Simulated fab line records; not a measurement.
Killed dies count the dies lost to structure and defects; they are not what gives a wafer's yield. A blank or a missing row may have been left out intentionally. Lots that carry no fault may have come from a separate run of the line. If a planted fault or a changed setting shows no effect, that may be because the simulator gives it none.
fab line records ; flow n5-finfet
record: lots: 5; wafers: 14; last-day: 17
route steps=1938 shown BEOL_M14@1741 BEOL_M15@1773
lots with no fault: from the same line, run without faults
start-h: hours from the record's opening day to when the first of the lot's shown wafers began ; wait-h: hours from the lot's prior step to this one ; " same as the row above ; L1.1+2: a row that stands for several wafers ; - no value, or no start given ; * or withheld: withheld ; < > ~ a bound
route shown NAME@n: NAME is a module with steps in the file, n the number in the route of the first one ; usual: the fault-free wafers' mean and standard deviation ; same: alike in all rows ; chamber/n: place in a boat ; sites: each site's reading ; _std_site: standard deviation across them ; _edge_site: inner sites' mean taken away from outer sites' mean ; radius-mm: for every site, how far away it sits from the centre of the wafer ; mask NAME#n: copy n ; behind: the most recent tool/chamber to have shaped the wafer ; hold: why the lot went on hold/how many hours it stayed there/how the hold came to an end ; device: whichever transistor did not switch (one of n, p or np) ; end of line: at the end of the route, the tests of the same wafers ; a step given without rows: its recipe and nothing more ; killed: dies that structure and defects cost at the first sort, which is not the same as the wafer's yield ; map: a wafer's dies, marking killed ones x, the rest . and places with no die _
set.NAME: the setting that was run; set.NAME@STEP: the one run at that earlier step ; model.NAME: the simulator's own value behind a step, which no gauge read
certain route steps with their lots: each step a table, each wafer a row
services: the hour from which a tool's chamber was out of use, counted from the record's first day as start-h (under 0 if before that day), plus the number of hours and why
== steps ==
step: N5_BEOL_M14_SOFTBAKE_23
recipe: temp-c: 130; time-s: 60
step: N5_BEOL_M14_EXPOSE_25
recipe: mask-id: M14; na: 0.8; source-shape: annular; sigma-inner: 0.5; sigma-outer: 0.8; polarization: unpolarized; target-cd-nm: 280; dose-mj: 26.6
step: N5_BEOL_M14_PEB_26
recipe: peb-temp-c: 130; peb-time-s: 90
step: N5_BEOL_M14_DEVELOP_27
recipe: develop-time-s: 45; rinse-liquid: diw; dry: air-spin; dev-temp-c: 21
step: N5_BEOL_M14_HARDBAKE_32
recipe: temp-c: 130; time-s: 120
step: N5_BEOL_M14_DESCUM_33
recipe: chemistry: O2; time-s: 7.9; source-power-w: 50; bias-power-w: 20; pressure-mtorr: 20; rf-frequency-hz: 2.712e+07; temp-c: 40; o2-flow-sccm: 225
step: N5_BEOL_M14_ETCH_67
recipe: chemistry: CF4; target: SiARC; target-depth-a: 1430; time-s: 238.3; ion-energy-ev: 80; pressure-mtorr: 40; source-w: 545; bias-w: 36; Ar_flow_sccm: 100; cf4-flow-sccm: 100; ends: cleared
step: N5_BEOL_M14_ETCH_68
recipe: chemistry: N2/H2; target: SOC; mask-material: SiARC; source-w: 3000; bias-w: 350; temp-c: 40; time-s: 450; ion-energy-ev: 200; pressure-mtorr: 30; n2-flow-sccm: 200; h2-flow-sccm: 200
step: N5_BEOL_M14_STRIP_69
recipe: chemistry: N2/H2; temp-c: 40; n2-flow-sccm: 200; h2-flow-sccm: 200; rf-frequency-hz: 6e+07
step: N5_BEOL_M14_TRENCH_ETCH_34
recipe: chemistry: C4F8/O2/Ar; target: SiO2; target-depth-a: 5566.5; mask-material: SOC; he-inner-torr: 15; he-outer-torr: 30; time-s: 126.9; ion-energy-ev: 800; pressure-mtorr: 20; source-w: 1905; bias-w: 2040; Ar_flow_sccm: 400; C4F8_flow_sccm: 16; O2_flow_sccm: 12
usual: drypump-motor-current-A: 5.7/0.47; oes-product-au: 0.79/0.07; rf-vpp-V: 2211/70; showerhead-plenum-p-Torr: 3.40/0.088; throttle-valve-pct: 31.04/0.28
lot.wafer;tool;chamber;start-h;wait-h;drypump-motor-current-A;oes-product-au;rf-hours-counter-h;rf-vpp-V;showerhead-plenum-p-Torr;throttle-valve-pct;model.etch.depth-nm
L630.1;rie-diel-04;3;259.85;0.0;6.0;0.88;52;2279;3.36;30.81;564.3
L630.4;rie-diel-04;0;259.85;0.0;6.0;0.75;155;2153;3.28;30.64;536.8
L630.5;rie-diel-04;1;259.85;0.0;5.4;0.82;-;2100;3.51;31.05;565.8
L634.2;rie-diel-04;3;291.58;0.0;6.1;1.13;63;2279;3.35;31.19;838
L634.5;rie-diel-04;0;291.58;0.0;5.9;0.74;-;2152;3.27;30.66;541.2
L638.1;rie-diel-04;2;301.85;0.0;5.4;1.11;55;2258;3.36;30.95;824.2
L638.4;rie-diel-04;0;301.85;0.0;5.9;0.74;170;2152;3.27;30.65;541.7
L638.5;rie-diel-04;1;301.85;0.0;5.4;0.81;-;2099;3.50;31.05;564.7
L639.1;rie-diel-04;2;321.15;0.0;5.3;1.09;62;2258;3.36;30.95;810
L639.2;rie-diel-04;1;321.15;0.0;5.4;1.02;106;2101;3.50;31.39;816.3
L639.4;rie-diel-04;0;321.15;0.0;5.9;0.72;176;2152;3.27;30.65;533
L649.1;rie-diel-01;1;386.52;0.0;5.8;0.89;34;2309;3.36;31.28;574.9
L649.3;rie-diel-01;3;386.52;0.0;6.0;0.74;173;2270;3.47;31.48;555.6
L649.5;rie-diel-01;1;386.52;0.0;5.8;0.89;-;2310;3.36;31.25;571
step: N5_BEOL_M14_STRIP_70
recipe: chemistry: C4F8/O2/Ar; resist: SiARC; rf-frequency-hz: 6e+07
step: N5_BEOL_M14_OCD_MEAS_35
usual: trench-depth-nm: 552/15
lot.wafer;tool;chamber;start-h;wait-h;trench-depth-nm
L630.1;ocd-01;-;260.01;0.0;564
L630.4;ocd-01;-;260.01;0.0;537
L630.5;ocd-01;-;260.01;0.0;566
L634.2;ocd-02;-;291.74;0.0;838
L634.5;ocd-02;-;291.74;0.0;541
L638.1;ocd-02;-;302.01;0.0;824
L638.4;ocd-02;-;302.01;0.0;542
L638.5;ocd-02;-;302.01;0.0;565
L639.1;ocd-01;-;321.30;0.0;811
L639.2;ocd-01;-;321.30;0.0;816
L639.4;ocd-01;-;321.30;0.0;533
L649.1;ocd-01;-;386.68;0.0;576
L649.3;ocd-01;-;386.68;0.0;556
L649.5;ocd-01;-;386.68;0.0;571
step: N5_BEOL_M14_STRIP_37
recipe: chemistry: O2; power-w: 600; temp-c: 60; pressure-mtorr: 30; rf-frequency-hz: 6e+07; bias-power-w: 0; overash-fraction: 0.3; o2-flow-sccm: 225
step: N5_BEOL_M14_ETCH_38
recipe: chemistry: CF4/N2; target: SiCN; target-depth-a: 1065; taper-deg: 2; time-s: 120.6; ion-energy-ev: 150; mask-material: SiO2; pressure-mtorr: 40; source-w: 430; bias-w: 70; Ar_flow_sccm: 100; cf4-flow-sccm: 60; n2-flow-sccm: 60
step: N5_BEOL_M14_PRECLEAN_39
recipe: chemistry: residue-remover; time-s: 60; temp-c: 40
step: N5_BEOL_M14_SRD_40
recipe: time-s: 30; temp-c: 23; rinse-liquid: diw; dry: n2-spin; spin-rpm: 1500; dry-time-s: 30
step: N5_BEOL_M14_DEGAS_41
recipe: ambient: vacuum; temp-c: 300; time-s: 60
step: N5_BEOL_M14_PRE_CLEAN_42
recipe: gas: H2/He; time-s: 30; temp-c: 300
step: N5_BEOL_M14_SPUTTER_43
recipe: material: TaN; target-thk-a: 150; temp-c: 50; bias-v: 168.6; power-w: 15000; chamber-pressure-pa: 0.12; time-s: 24.19
step: N5_BEOL_M14_SPUTTER_44
recipe: material: Ta; target-thk-a: 150; temp-c: 50; bias-v: 80; power-w: 15000; chamber-pressure-pa: 0.07; time-s: 24.19
step: N5_BEOL_M14_SPUTTER_45
recipe: material: Cu; target-thk-a: 1000; temp-c: -20; bias-v: 60; power-w: 26000; chamber-pressure-pa: 0.13; time-s: 16.67
step: N5_BEOL_M14_ECD_47
recipe: material: Cu; target-thk-a: 12480
step: N5_BEOL_M14_ANNEAL_48
recipe: temp-c: 225; time-s: 90; ambient: N2
step: N5_BEOL_M14_CMP_49
recipe: stop-on: SiO2; t-overpolish-s: 5.2; down-force-psi: 2; platen-rpm: 80; clearing-platen-down-force-psi: 2; clearing-platen-rpm: 80; post-cmp-clean: cu-alkaline; target-thk-nm: 560; clearing-platen-pad-velocity-m-s: 1.5917; pad-velocity-m-s: 1.5917
usual: barrier-field-endpoint-s: 11.4/0.41; motor-current-A: 8.0/0.86; overpolish-run-s: 5.200/0.0093; platen-rpm: 80.00/0.062; slurry-flow-ml-min: 150.0/0.43; time-to-endpoint-s: 122/7.4
lot.wafer;tool;chamber;start-h;wait-h;barrier-field-endpoint-s;motor-current-A;overpolish-run-s;platen-rpm;slurry-flow-ml-min;time-to-endpoint-s;model.Cu_of_BEOL_M14_ECD_47.thk-nm
L630.4;cmp-01;3;263.65;0.2;11.4;8.7;5.202;80.08;149.7;121;540.2
L630.1;cmp-01;0;263.65;0.2;10.6;8.3;5.195;79.96;150.6;105;565.6
L630.5;cmp-01;2;263.65;0.2;11.3;7.1;5.179;79.97;149.9;117;568.8
L634.2;cmp-03;2;293.46;0.2;11.0;9.1;5.206;80.00;150.5;113;839.8
L634.5;cmp-03;2;293.46;0.2;11.0;9.2;5.188;80.00;150.6;113;543.6
L638.1;cmp-02;3;303.93;0.3;11.7;6.7;5.202;79.93;149.8;132;830.8
L638.4;cmp-02;0;303.93;0.3;11.2;7.3;5.218;79.95;150.3;122;545.8
L638.5;cmp-02;2;303.93;0.3;11.8;8.2;5.200;79.84;150.5;132;570.8
L639.2;cmp-02;3;324.24;0.2;11.8;6.7;5.212;79.97;149.8;128;821.2
L639.1;cmp-02;1;324.24;0.2;11.9;8.4;5.191;80.04;150.4;125;814
L639.4;cmp-02;2;324.24;0.2;12.2;7.6;5.210;80.06;150.5;136;539.6
L649.1;cmp-03;1;388.96;0.3;10.9;8.3;5.198;80.02;149.7;107;576.6
L649.3;cmp-03;2;388.96;0.3;11.0;8.8;5.206;80.00;149.5;117;557.6
L649.5;cmp-03;2;388.96;0.3;10.9;9.2;5.195;80.02;149.4;113;572.4
step: N5_BEOL_M14_THK_MEAS_50
recipe: thk-meas-gauge: xrf; reads: Cu_of_BEOL_M14_ECD_47
usual: M14_THK: 572/16
lot.wafer;tool;chamber;start-h;wait-h;M14_THK[nm]
L630.1;film-metro-02;-;263.86;-;584
L630.4;film-metro-02;-;263.86;-;557
L630.5;film-metro-02;-;263.86;-;590
L634.2;film-metro-02;-;293.76;-;877
L634.5;film-metro-02;-;293.76;-;564
L638.1;film-metro-01;-;304.19;-;862
L638.4;film-metro-01;-;304.19;-;563
L638.5;film-metro-01;-;304.19;-;588
L639.1;film-metro-02;-;324.53;-;850
L639.2;film-metro-02;-;324.53;-;859
L639.4;film-metro-02;-;324.53;-;559
L649.1;film-metro-02;-;389.25;-;597
L649.3;film-metro-02;-;389.25;-;577
L649.5;film-metro-02;-;389.25;-;589
step: N5_BEOL_M14_PRE_CLEAN_52
recipe: gas: NH3; time-s: 15; temp-c: withheld; rf-power-w: 300
step: N5_BEOL_M14_DEP_53
recipe: material: SiCN; target-thk-a: 500; temp-c: withheld; precursor: 3MS/NH3; pressure-torr: 3; rf-w: 675; time-s: 17.8
step: N5_BEOL_M14_RS_MEAS_54
recipe: thk-meas-gauge: four-point-probe; reads: Cu_of_BEOL_M14_ECD_47+Ta_of_BEOL_M14_SPUTTER_44+TaN_of_BEOL_M14_SPUTTER_43
usual: M14_RS: 0.0335/0.00097
lot.wafer;tool;chamber;start-h;wait-h;M14_RS[ohm/sq]
L630.1;film-metro-02;-;263.99;0.0;0.0328
L630.4;film-metro-02;-;263.99;0.0;0.0344
L630.5;film-metro-02;-;263.99;0.0;0.0327
L634.2;film-metro-02;-;293.89;0.1;0.0219
L634.5;film-metro-02;-;293.89;0.1;0.0342
L638.1;film-metro-01;-;304.31;0.0;0.0222
L638.4;film-metro-01;-;304.31;0.0;0.0341
L638.5;film-metro-01;-;304.31;0.0;0.0325
L639.1;film-metro-02;-;324.66;0.0;0.0227
L639.2;film-metro-02;-;324.66;0.0;0.0224
L639.4;film-metro-02;-;324.66;0.0;0.0344
L649.1;film-metro-02;-;389.41;0.1;0.0322
L649.3;film-metro-02;-;389.41;0.1;0.0334
L649.5;film-metro-02;-;389.41;0.1;0.0324
step: N5_BEOL_M15_ILD_DEP_00
recipe: material: SiO2; target-thk-a: 16293; temp-c: 400; precursor: TEOS/O2; pressure-torr: 6.5; rf-w: 900; teos-flow-sccm: 161.4; gas: O2; flow-sccm: 2650; time-s: 346.1
step: N5_BEOL_M15_COAT_58
recipe: resist: BARC; temp-c: 205; time-s: 60; spin-rpm: 1500; resist-thk-nm: 89
step: N5_BEOL_M15_COAT_04
recipe: spin-rpm: 1704; resist-thk-nm: 800
step: N5_BEOL_M15_EBR_06
recipe: solvent: PGMEA; ebr-width-mm: 1.5
step: N5_BEOL_M15_SOFTBAKE_05
recipe: temp-c: 130; time-s: 60
step: N5_BEOL_M15_EXPOSE_07
recipe: mask-id: V14; na: 0.8; source-shape: annular; sigma-inner: 0.5; sigma-outer: 0.8; polarization: unpolarized; attpsm-phase-deg: 180; dose-mj: 41.25
step: N5_BEOL_M15_PEB_08
recipe: peb-temp-c: 130; peb-time-s: 90
step: N5_BEOL_M15_DEVELOP_09
recipe: develop-time-s: 45; rinse-liquid: diw; dry: air-spin; dev-temp-c: 21
step: N5_BEOL_M15_HARDBAKE_14
recipe: temp-c: 130; time-s: 120
step: N5_BEOL_M15_RC_MEAS_101
usual: COMB_M10: 1.4e-11/3.5e-12; COMB_M11: 1.5e-11/3.1e-12; COMB_M12: 6.6e-12/1.4e-12; COMB_M12_max_site: 9.5e-12/2.2e-12; COMB_M13: 4.9e-12/1e-12; COMB_M15: 2.7e-12/5.5e-13; COMB_M15_max_site: 3.8e-12/8.4e-13; COMB_M5: 3.7e-11/7.9e-12; COMB_M6: 2.5e-11/5.5e-12; COMB_M7: 2.6e-11/5.2e-12; COMB_M8: 2.6e-11/5.4e-12; COMB_M9: 1.44e-11/2.6e-12; SERP_M10: 3.08/0.12; SERP_M11: 3.14/0.11; SERP_M12: 0.632/0.021; SERP_M13: 0.306/0.0072; SERP_M14: 0.159/0.0057; SERP_M14_max_site: 0.160/0.0059; SERP_M5: 40.1/2.1; SERP_M6: 13.8/0.67; SERP_M7: 14.1/0.79; SERP_M8: 13.7/0.77; SERP_M9: 3.10/0.092; SERP_M9_max_site: 3.19/0.1
lot.wafer;tool;chamber;start-h;wait-h;COMB_M10[S/m];COMB_M11[S/m];COMB_M12[S/m];COMB_M12_max_site[S/m];COMB_M13[S/m];COMB_M15[S/m];COMB_M15_max_site[S/m];COMB_M5[S/m];COMB_M6[S/m];COMB_M7[S/m];COMB_M8[S/m];COMB_M9[S/m];SERP_M10[ohm/um];SERP_M11[ohm/um];SERP_M12[ohm/um];SERP_M13[ohm/um];SERP_M14[ohm/um];SERP_M14_max_site[ohm/um];SERP_M5[ohm/um];SERP_M6[ohm/um];SERP_M7[ohm/um];SERP_M8[ohm/um];SERP_M9[ohm/um];SERP_M9_max_site[ohm/um]
L630.1;prober-01;0;270.89;0.0;1e-11;1.5e-11;5.5e-12;8.7e-12;4.1e-12;2.5e-12;3.8e-12;3.7e-11;2.3e-11;2.1e-11;2.7e-11;1.19e-11;3.00;3.18;0.599;0.294;0.155;0.156;37.5;13.9;13.7;13.3;3.24;3.31
L630.4;prober-01;0;270.89;0.0;9e-12;1.5e-11;6.9e-12;9.8e-12;3.8e-12;3e-12;4.1e-12;3.9e-11;2.6e-11;3.2e-11;2.9e-11;1.56e-11;2.92;3.11;0.611;0.315;0.167;0.169;43.6;14.0;13.4;15.6;3.14;3.25
L630.5;prober-01;0;270.89;0.0;1.3e-11;1.1e-11;6.1e-12;1.02e-11;3.9e-12;3.3e-12;5.2e-12;4.2e-11;2.7e-11;2.6e-11;2.2e-11;1.61e-11;3.24;3.20;0.624;0.317;0.154;0.155;41.3;16.0;13.9;14.2;3.15;3.23
L634.2;prober-01;0;301.32;0.2;1.2e-11;1.8e-11;4.2e-12;7.1e-12;3.3e-12;2e-12;3.3e-12;4.5e-11;2.8e-11;3e-11;2.7e-11;1.27e-11;3.10;3.20;0.650;0.303;0.101;0.103;37.5;14.8;13.9;14.4;3.09;3.15
L634.5;prober-01;0;301.32;0.2;1.2e-11;1.4e-11;6.3e-12;7.6e-12;5.6e-12;2.5e-12;3.2e-12;5.5e-11;2.1e-11;2.2e-11;2.6e-11;1.12e-11;3.10;3.03;0.646;0.301;0.162;0.165;40.2;14.5;13.9;13.9;3.07;3.09
L638.1;prober-01;0;309.51;0.0;1.6e-11;1.2e-11;7.9e-12;8.9e-12;3.7e-12;2.6e-12;2.9e-12;3.3e-11;2e-11;2.1e-11;2.6e-11;1.87e-11;2.99;2.98;0.620;0.314;0.104;0.105;41.2;13.9;14.2;12.4;3.00;3.07
L638.4;prober-01;0;309.51;0.0;1e-11;1.7e-11;6.8e-12;8.7e-12;3.8e-12;1.6e-12;2.8e-12;4.8e-11;2.2e-11;1.8e-11;2.4e-11;1.65e-11;3.11;3.02;0.600;0.305;0.161;0.163;36.6;14.2;14.8;14.0;3.15;3.19
L638.5;prober-01;0;309.51;0.0;1e-11;1.4e-11;8.5e-12;1.03e-11;4e-12;1.3e-12;2.2e-12;4.3e-11;2e-11;1.9e-11;2e-11;1.55e-11;3.17;3.15;0.631;0.306;0.149;0.151;44.3;14.1;14.2;12.8;3.05;3.08
L639.1;prober-02;0;332.72;0.0;1.5e-11;1.2e-11;7.3e-12;1.04e-11;5e-12;2.7e-12;3e-12;3.9e-11;3e-11;1.9e-11;2.3e-11;1.75e-11;3.02;3.28;0.630;0.302;0.108;0.110;37.7;14.6;13.8;13.4;3.19;3.21
L639.2;prober-02;0;332.72;0.0;1.1e-11;1.6e-11;8.6e-12;1.32e-11;5.6e-12;3.6e-12;5.1e-12;3.4e-11;2.3e-11;3e-11;2.5e-11;1.42e-11;2.85;2.98;0.625;0.288;0.106;0.107;39.1;13.4;14.3;13.9;3.13;3.23
L639.4;prober-02;0;332.72;0.0;1.3e-11;1.6e-11;6.5e-12;8.7e-12;5.2e-12;2.9e-12;5.4e-12;4.2e-11;2.4e-11;1.8e-11;2.5e-11;1.3e-11;3.25;3.21;0.636;0.307;0.165;0.167;38.7;13.6;13.2;13.9;3.05;3.15
L649.1;prober-02;0;397.98;0.0;1.4e-11;1.5e-11;5.4e-12;6.6e-12;5.6e-12;3.4e-12;4e-12;4.4e-11;2.9e-11;3e-11;2.3e-11;1.36e-11;3.13;3.26;0.645;0.306;0.151;0.152;36.0;14.6;15.6;13.7;3.10;3.18
L649.3;prober-02;0;397.98;0.0;1.6e-11;1.8e-11;5.9e-12;6.6e-12;6.1e-12;2.8e-12;3.1e-12;4.8e-11;2.3e-11;3.2e-11;2.5e-11;1.22e-11;3.01;3.38;0.635;0.322;0.159;0.160;34.9;14.4;14.3;14.0;2.98;3.05
L649.5;prober-02;0;397.98;0.0;1.7e-11;1.6e-11;6.6e-12;8.4e-12;5e-12;2.8e-12;3.8e-12;3.6e-11;2.3e-11;2.6e-11;2.9e-11;1.48e-11;3.03;3.23;0.605;0.321;0.152;0.154;35.4;14.7;14.6;13.2;2.99;3.07
sites SERP_M14 radius-mm=0,75,75,75,75,140,140,140,140
L630.1 0.154 0.155 0.156 0.155 0.156 0.153 0.155 0.153 0.155
L634.2 0.100 0.101 0.100 0.100 0.100 0.103 0.102 0.102 0.102
L638.1 0.104 0.103 0.104 0.103 0.104 0.103 0.104 0.105 0.104
L639.1 0.109 0.108 0.110 0.109 0.110 0.108 0.108 0.107 0.108
L649.1 0.151 0.152 0.152 0.151 0.150 0.150 0.151 0.149 0.151
== services ==
tool;chamber;start-h;hours;kind
rie-diel-04;2;242.38;12.5;repair
rie-diel-01;1;260.23;-;clean
rie-diel-01;1;260.23;-;consumable-replace:esc
rie-diel-01;1;260.23;-;consumable-replace:focus-ring
rie-diel-01;1;260.23;28.3;scheduled-down
rie-diel-01;1;260.23;28.3;vent-cycle
cmp-01;-;264.17;4.0;pm
cmp-01;-;268.17;-;consumable-replace:conditioner
cmp-01;-;268.17;-;consumable-replace:pad
cmp-01;-;281.64;1.9;repair
cmp-03;-;302.53;1.0;repair
rie-diel-01;2;319.59;4.7;repair
rie-diel-01;-;342.20;0.2;repair
cmp-02;-;352.62;5.6;pm
== key ==
first-sign: step: N5_BEOL_M14_TRENCH_ETCH_34; reading: oes-product-au; direction: up; sigmas: 4.3; usual: 0.79; struck: 1.09
effect: step: N5_BEOL_M14_OCD_MEAS_35; reading: trench-depth-nm; direction: up; sigmas: 18; usual: 552; struck: 822
effect: step: N5_BEOL_M14_THK_MEAS_50; reading: M14_THK; direction: up; sigmas: 18; usual: 572; struck: 862
effect: step: N5_BEOL_M14_RS_MEAS_54; reading: M14_RS; direction: down; sigmas: 12; usual: 0.0335; struck: 0.0223
effect: step: N5_BEOL_M15_RC_MEAS_101; reading: SERP_M14; direction: down; sigmas: 9.4; usual: 0.159; struck: 0.105
model-effect: step: N5_BEOL_M14_TRENCH_ETCH_34; value: etch.depth-nm; without: 557.3; struck: 822.1
model-effect: step: N5_BEOL_M14_CMP_49; value: Cu_of_BEOL_M14_ECD_47.thk-nm; without: 561.6; struck: 826.5
met-at N5_BEOL_M14_TRENCH_ETCH_34
struck-wafers L634.2,L638.1,L639.1,L639.2
baseline-loss: step: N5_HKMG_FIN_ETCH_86; wafers: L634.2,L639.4
onset-between 259.85 291.58
fault: kind: process-parameter-drift; tool: rie-diel-04; chamber: -; onset-h: 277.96; steps: N5_BEOL_M14_TRENCH_ETCH_34; channel: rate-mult; offset: 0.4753; shape: step; end-h: 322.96; scope: struck-wafers-only
baseline-loss: these wafers lose ten dies or more at that step, a loss of the line's own and not of a fault; the sort's usual values leave them out
